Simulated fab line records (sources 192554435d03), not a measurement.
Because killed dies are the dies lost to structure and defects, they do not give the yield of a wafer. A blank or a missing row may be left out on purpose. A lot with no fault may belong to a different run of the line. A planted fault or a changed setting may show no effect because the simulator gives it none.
3 desks looking at one fault -- flow n5-finfet -- numbers are kept per desk, each desk with only its own; the story behind them comes last

## TOOL OWNER'S DESK, implanter-01
N5_WELL_APT_IMPLANT_14, tool's own readings: per-lot mean of the sampled wafers with a number, covering each lot this tool ran. Any lot whose mean is over 4 standard deviations away from the usual mean is out of limits and marked OUT; that distance is given in the brackets.
Columns: A = beam-energy-keV at N5_WELL_APT_IMPLANT_14, usual 160.01; B = dose-ions-cm2 at N5_WELL_APT_IMPLANT_14, usual 1.5e+13; C = faraday-current-uA at N5_WELL_APT_IMPLANT_14, usual 190
lot,first seen here,A,B,C
L402,day 1 20:04,160.00,1.5e+13,188
L405,day 2 14:13,160.04,1.5e+13,191
L406,day 2 19:53,159.98,1.1e+13 (-99 or more) OUT,136 (-14) OUT
L408,day 3 08:11,159.95,1.1e+13 (-99 or more) OUT,134 (-15) OUT
L418,day 5 19:54,160.00,1.5e+13,190
L423,day 7 02:01,160.06,1.5e+13,186
This desk's verdict: out of limits on L406, L408, starting with L406 at day 2 19:53 (dose-ions-cm2 at N5_WELL_APT_IMPLANT_14). In limits: L402, L405, L418, L423.

## AT THE METROLOGY DESK
Means of the sampled wafers that have a number, per lot and without regard to the tool the lot ran on: this is what the gauges read. Any lot whose mean is over 4 standard deviations away from the usual mean is out of limits and marked OUT; that distance is given in the brackets. It has 11 readings, of which 7 appear: the earliest out of limits, and the ones furthest out on some lot.
Columns: A = DIBL_P at N5_BEOL_M4_RC_MEAS_101, usual 36.1 mV/V; B = IOFF_P at N5_BEOL_M4_RC_MEAS_101, usual 0.21 nA/um; C = ION_N at N5_BEOL_M4_RC_MEAS_101, usual 675 uA/um; D = ION_P at N5_BEOL_M4_RC_MEAS_101, usual 464 uA/um; E = RS_NWELL at N5_BEOL_M4_RC_MEAS_101, usual 1038 ohm/sq; F = VT_N at N5_BEOL_M4_RC_MEAS_101, usual 250 mV; G = VT_P at N5_BEOL_M4_RC_MEAS_101, usual -249 mV
lot,first seen here,A,B,C,D,E,F,G
L401,day 7 20:04,35.1,0.19,666,453,1035,251,-253
L402,day 8 01:37,35.5,0.22,666,460,1041,251,-249
L405,day 8 23:21,35.5,0.20,677,464,1039,250,-250
L406,day 9 12:39,36.4,0.23,676,467,1263 (+36) OUT,251,-248
L408,day 9 17:04,36.5,0.24,665,465,1269 (+37) OUT,249,-244
L414,day 10 22:27,36.2,0.24,670,466,1038,248,-247
L418,day 12 04:14,36.6,0.20,672,460,1042,248,-250
L419,day 12 22:20,39.3,0.28,698,480,1041,244,-244
L421,day 13 13:07,36.9,0.23,692,474,1036,249,-249
L423,day 13 15:26,35.5,0.22,668,462,1039,251,-248
This desk's result: L406, L408 out of limits, first on L406 (RS_NWELL at N5_BEOL_M4_RC_MEAS_101), day 9 12:39. In limits: L401, L402, L405, L414, L418, L419, L421, L423.

## THE DEFECT DESK
What the inspections along the route counted, lot by lot: means of the sampled wafers that have a number. Any lot whose mean is over 4 standard deviations away from the usual mean is out of limits and marked OUT; that distance is given in the brackets.
Columns: A = raw-defect-count at N5_START_INSPECT_01, usual 5.9
lot,first seen here,A
L401,day 1 12:13,5.7
L402,day 1 18:02,5.0
L405,day 2 12:02,9.3
L406,day 2 18:02,9.0
L408,day 3 06:02,7.7
L414,day 4 18:02,5.5
L418,day 5 18:02,7.3
L419,day 6 00:02,5.7
L421,day 6 12:02,5.0
L423,day 7 00:02,7.0
This desk found nothing out of limits on any of the 10 lots.

## ALL TOGETHER
An alarm could have come from the tool owner's desk at day 2 19:53, on L406, L408.
At day 9 12:39 the metrology desk could have sounded an alarm, on L406, L408.
Nothing the defect desk looked at was out of limits.
The defect desk has L406, L408 on record, within its limits.
N5_WELL_APT_IMPLANT_14 was run on implanter-01 by each of the lots named.

## WHAT THE SIMULATOR PUT IN
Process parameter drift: implanter-01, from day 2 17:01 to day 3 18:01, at N5_WELL_APT_IMPLANT_14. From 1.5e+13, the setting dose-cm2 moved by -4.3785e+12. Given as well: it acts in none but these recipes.
Lots struck among those shown: L406, L408.
Time in hours from fault onset to the first out-of-limits reading at each desk: tool owner's desk 3, metrology desk 164.
